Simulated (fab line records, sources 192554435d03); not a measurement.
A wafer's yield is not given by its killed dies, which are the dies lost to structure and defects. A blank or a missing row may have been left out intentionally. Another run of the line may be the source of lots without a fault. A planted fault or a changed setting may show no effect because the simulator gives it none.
Chamber matching || flow n5-finfet || rie-diel-04 running N5_BEOL_M6_STRIP_36: 4 sister chambers
The step strips in N2/H2. 20 wafers are shown with their chamber, then 10 later ones without.

## EACH WAFER AND ITS CHAMBER
{"wafer": "L078.1", "chamber": 3, "showerhead-plenum-p-Torr (Torr)": 2.60, "throttle-valve-pct (%)": 23.91, "oes-product-au (a.u.)": 0.69}
{"wafer": "L078.2", "chamber": 1, "showerhead-plenum-p-Torr (Torr)": 2.70, "throttle-valve-pct (%)": 23.65, "oes-product-au (a.u.)": 0.95}
{"wafer": "L078.6", "chamber": 3, "showerhead-plenum-p-Torr (Torr)": 2.60, "throttle-valve-pct (%)": 23.90, "oes-product-au (a.u.)": 0.69}
{"wafer": "L079.1", "chamber": 1, "showerhead-plenum-p-Torr (Torr)": 2.70, "throttle-valve-pct (%)": 23.64, "oes-product-au (a.u.)": 0.92}
{"wafer": "L079.4", "chamber": 2, "showerhead-plenum-p-Torr (Torr)": 2.44, "throttle-valve-pct (%)": 23.70, "oes-product-au (a.u.)": 0.69}
{"wafer": "L079.5", "chamber": 0, "showerhead-plenum-p-Torr (Torr)": 2.50, "throttle-valve-pct (%)": 23.91, "oes-product-au (a.u.)": 0.98}
{"wafer": "L081.2", "chamber": 2, "showerhead-plenum-p-Torr (Torr)": 2.43, "throttle-valve-pct (%)": 23.72, "oes-product-au (a.u.)": 0.70}
{"wafer": "L081.4", "chamber": 1, "showerhead-plenum-p-Torr (Torr)": 2.70, "throttle-valve-pct (%)": 23.62, "oes-product-au (a.u.)": 0.90}
{"wafer": "L081.6", "chamber": 2, "showerhead-plenum-p-Torr (Torr)": 2.43, "throttle-valve-pct (%)": 23.70, "oes-product-au (a.u.)": 0.70}
{"wafer": "L085.1", "chamber": 3, "showerhead-plenum-p-Torr (Torr)": 2.59, "throttle-valve-pct (%)": 23.93, "oes-product-au (a.u.)": 0.68}
{"wafer": "L085.3", "chamber": 2, "showerhead-plenum-p-Torr (Torr)": 2.43, "throttle-valve-pct (%)": 23.71, "oes-product-au (a.u.)": 0.70}
{"wafer": "L085.6", "chamber": 3, "showerhead-plenum-p-Torr (Torr)": 2.59, "throttle-valve-pct (%)": 23.93, "oes-product-au (a.u.)": 0.69}
{"wafer": "L086.1", "chamber": 1, "showerhead-plenum-p-Torr (Torr)": 2.70, "throttle-valve-pct (%)": 23.67, "oes-product-au (a.u.)": 0.91}
{"wafer": "L086.2", "chamber": 0, "showerhead-plenum-p-Torr (Torr)": 2.49, "throttle-valve-pct (%)": 23.92, "oes-product-au (a.u.)": 0.93}
{"wafer": "L086.5", "chamber": 3, "showerhead-plenum-p-Torr (Torr)": 2.59, "throttle-valve-pct (%)": 23.94, "oes-product-au (a.u.)": 0.68}
{"wafer": "L089.2", "chamber": 0, "showerhead-plenum-p-Torr (Torr)": 2.49, "throttle-valve-pct (%)": 23.92, "oes-product-au (a.u.)": 0.93}
{"wafer": "L089.5", "chamber": 1, "showerhead-plenum-p-Torr (Torr)": 2.70, "throttle-valve-pct (%)": 23.65, "oes-product-au (a.u.)": 0.89}
{"wafer": "L089.6", "chamber": 0, "showerhead-plenum-p-Torr (Torr)": 2.49, "throttle-valve-pct (%)": 23.95, "oes-product-au (a.u.)": 0.92}
{"wafer": "L088.1", "chamber": 1, "showerhead-plenum-p-Torr (Torr)": 2.69, "throttle-valve-pct (%)": 23.67, "oes-product-au (a.u.)": 0.88}
{"wafer": "L088.3", "chamber": 2, "showerhead-plenum-p-Torr (Torr)": 2.43, "throttle-valve-pct (%)": 23.73, "oes-product-au (a.u.)": 0.68}

SIGNATURES (means of the wafers above)
{"reading": "showerhead-plenum-p-Torr", "chamber 0": 2.4925, "chamber 1": 2.6983, "chamber 2": 2.4320, "chamber 3": 2.5940, "scatter within a chamber": 0.00473}
{"reading": "throttle-valve-pct", "chamber 0": 23.9250, "chamber 1": 23.6500, "chamber 2": 23.7120, "chamber 3": 23.9220, "scatter within a chamber": 0.0167}
{"reading": "oes-product-au", "chamber 0": 0.9400, "chamber 1": 0.9083, "chamber 2": 0.6940, "chamber 3": 0.6860, "scatter within a chamber": 0.0189}
Rule: distance of a wafer from a chamber = root of the sum over the readings of ((wafer's reading minus chamber's mean) / reading's scatter) squared. The wafer belongs to the nearest chamber; if the next one is less than 2 further off, it can't be placed. The scatter is the square root of a quotient: the sum, over the shown wafers, of each reading's squared deviation from its chamber's mean, divided by wafers minus chambers.

## WAFERS WITHOUT THEIR CHAMBER
{"wafer": "L088.6", "showerhead-plenum-p-Torr (Torr)": 2.49, "throttle-valve-pct (%)": 23.94, "oes-product-au (a.u.)": 0.92}
{"wafer": "L094.1", "showerhead-plenum-p-Torr (Torr)": 2.69, "throttle-valve-pct (%)": 23.68, "oes-product-au (a.u.)": 0.85}
{"wafer": "L094.3", "showerhead-plenum-p-Torr (Torr)": 2.48, "throttle-valve-pct (%)": 23.94, "oes-product-au (a.u.)": 0.87}
{"wafer": "L094.5", "showerhead-plenum-p-Torr (Torr)": 2.42, "throttle-valve-pct (%)": 23.73, "oes-product-au (a.u.)": 0.66}
{"wafer": "L095.3", "showerhead-plenum-p-Torr (Torr)": 2.68, "throttle-valve-pct (%)": 23.71, "oes-product-au (a.u.)": 0.85}
{"wafer": "L095.4", "showerhead-plenum-p-Torr (Torr)": 2.68, "throttle-valve-pct (%)": 23.71, "oes-product-au (a.u.)": 0.85}
{"wafer": "L095.5", "showerhead-plenum-p-Torr (Torr)": 2.58, "throttle-valve-pct (%)": 23.45, "oes-product-au (a.u.)": 0.99}
{"wafer": "L096.3", "showerhead-plenum-p-Torr (Torr)": 2.59, "throttle-valve-pct (%)": 23.46, "oes-product-au (a.u.)": 0.98}
{"wafer": "L096.5", "showerhead-plenum-p-Torr (Torr)": 2.59, "throttle-valve-pct (%)": 23.48, "oes-product-au (a.u.)": 1.00}
{"wafer": "L096.6", "showerhead-plenum-p-Torr (Torr)": 2.48, "throttle-valve-pct (%)": 23.95, "oes-product-au (a.u.)": 0.88}

## CHAMBER TAKEN BY EACH
{"wafer": "L088.6", "from the rows above": 0, "in truth": 0}
{"wafer": "L094.1", "from the rows above": 1, "in truth": 1}
{"wafer": "L094.3", "from the rows above": 0, "in truth": 0}
{"wafer": "L094.5", "from the rows above": 2, "in truth": 2}
{"wafer": "L095.3", "from the rows above": 1, "in truth": 1}
{"wafer": "L095.4", "from the rows above": 1, "in truth": 1}
{"wafer": "L095.5", "from the rows above": 1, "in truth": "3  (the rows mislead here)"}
{"wafer": "L096.3", "from the rows above": 1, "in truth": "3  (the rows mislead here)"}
{"wafer": "L096.5", "from the rows above": 1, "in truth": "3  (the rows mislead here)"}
{"wafer": "L096.6", "from the rows above": 0, "in truth": 0}
7 of 10 placed correctly. From these rows, 0 cannot be placed. Wrongly placed: 3.
